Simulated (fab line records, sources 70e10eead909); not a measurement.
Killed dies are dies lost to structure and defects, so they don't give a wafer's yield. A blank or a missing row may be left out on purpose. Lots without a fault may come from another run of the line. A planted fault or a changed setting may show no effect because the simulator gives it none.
Problem report in the 8D (eight disciplines) form, filled by code | flow nand_harc | the parts of the form that need people (team, actions taken, sign-off) are left out

1. THE PROBLEM
killed_at_array at NHARC_END_SORT_01 reads a mean of 674 on 1 wafer of 1 lot; wafers without a fault read 26 with a standard deviation of 9.9. That is +65 standard deviations from the usual mean.
First seen on wafer L524.3, day 22 17:32, on prober-01. The record holds 24 wafers of 8 lots with a number at this step. Rule for "out", or "out of limits": more than 4 standard deviations from the usual mean. The other wafers with a number count as sound.

2. WHAT IT IS AND WHAT IT IS NOT
question                    | is                           | is not
which readings at this step | killed_at_array, killed_dies | killed_at_other, killed_at_periphery, killed_open, killed_short
which lots                  | L524                         | L517, L518, L520, L522, L532, L533, L534
which wafers of those lots  | L524.3                       | L524.2, L524.6
read on which gauges        | prober-01                    | prober-02
when                        | from day 22 17:32            | up to then (13 sound wafers); but 10 sound wafers of L524, L532, L533, L534 came after

3. SUSPECTS, AND WHAT RULES EACH OUT
Counting: a tool at a process step up to the reading stays a suspect if it ran every lot that is out. Sound lots after the first of them don't rule it out here, since some wafers of a struck lot are sound.
- the gauge at NHARC_END_SORT_01: ruled out. All the wafers that are out were read on prober-01, but those of them that NHARC_A_STAIRCASE_ETCH_227 has rows for are out there too, on other tools.
- rie_diel-02 at NHARC_A_STAIRCASE_ETCH_225 (etches the open film in C4F8/O2, target depth 100 nm, time 40.5 s): kept. It ran the lot that is out, L524 (day 14 09:14); its last sound lot up to then is L520 (day 13 03:28). NHARC_A_STAIRCASE_ETCH_225 gives no start for some lots, so the hours and the order of its lots are those of NHARC_A_STAIRCASE_ETCH_227.
- rie_diel-02 at NHARC_A_STAIRCASE_ETCH_227 (etches the open film in C4F8/O2, target depth 100 nm, time 40.5 s): kept. It ran the lot that is out, L524 (day 14 09:14); its last sound lot up to then is L520 (day 13 03:28). Its own readings are out on those wafers: oes_product_au.
- rie_diel-08 at NHARC_A_STAIRCASE_TRIM_231 (chemistry O2, time 211.2 s): kept. It ran the lot that is out, L524 (day 22 16:44); its last sound lot up to then is L520 (day 21 18:07). NHARC_A_STAIRCASE_TRIM_231 gives no start for some lots, so the hours and the order of its lots are those of NHARC_END_SORT_01.
- rie_diel-08 at NHARC_A_STAIRCASE_ETCH_234 (etches the open film in C4F8/O2, target depth 100 nm, time 40.5 s): kept. It ran the lot that is out, L524 (day 22 16:44); its last sound lot up to then is L520 (day 21 18:07). NHARC_A_STAIRCASE_ETCH_234 gives no start for some lots, so the hours and the order of its lots are those of NHARC_END_SORT_01.
- Within rie_diel-02 at NHARC_A_STAIRCASE_ETCH_225: the wafers that are out ran in chamber 3; their sound lot-mates ran in chambers 1, 2.
- Within rie_diel-02 at NHARC_A_STAIRCASE_ETCH_227: the wafers that are out ran in chamber 0; their sound lot-mates ran in chambers 1, 3.
- Within rie_diel-08 at NHARC_A_STAIRCASE_ETCH_234: the wafers that are out ran in chamber 1; their sound lot-mates ran in chambers 2, 3.
Left after counting: rie_diel-02 at NHARC_A_STAIRCASE_ETCH_225, rie_diel-02 at NHARC_A_STAIRCASE_ETCH_227, rie_diel-08 at NHARC_A_STAIRCASE_TRIM_231, rie_diel-08 at NHARC_A_STAIRCASE_ETCH_234.

4. THE CAUSE (what the simulator had put in)
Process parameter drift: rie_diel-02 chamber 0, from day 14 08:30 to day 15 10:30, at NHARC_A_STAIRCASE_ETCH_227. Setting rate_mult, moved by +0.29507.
Counting left 4 suspects, and this tool is among them.

5. THE CHAIN OF EFFECTS, in route order
Each row: a reading whose mean over the struck wafers that have a number lies more than 3 standard deviations from the usual. Only readings for which the record gives a usual standard deviation are gone through. hours: the time from each lot's start at the first step in this table that gives one to its start at this step, as a median over the lots. sigmas: the change in usual standard deviations.
hours | step                       | reading         | usual      | on struck wafers | change | sigmas
0     | NHARC_A_STAIRCASE_ETCH_227 | oes_product_au  | 0.939 a.u. | 1.086            | +0.147 | +15
200   | NHARC_END_SORT_01          | killed_at_array | 26         | 674              | +648   | +65
200   | NHARC_END_SORT_01          | killed_dies     | 29         | 676              | +647   | +65
The process steps in it:
- NHARC_A_STAIRCASE_ETCH_227: etches the open film in C4F8/O2, target depth 100 nm, time 40.5 s.

6. WHAT WOULD HAVE CAUGHT IT SOONER
In this record the first reading out of limits at a measuring or inspecting step was taken at day 22 17:32, 201 hours after the fault began at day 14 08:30.
The tool's own readings at NHARC_A_STAIRCASE_ETCH_227 were out on every struck wafer that the step has a row for (oes_product_au): an alarm limit on them would have fired on the first of those.
All the lots that are out (1) had begun NHARC_A_STAIRCASE_ETCH_227 on rie_diel-02 by day 22 17:32. A hold on the tool at that time would have spared none of them.
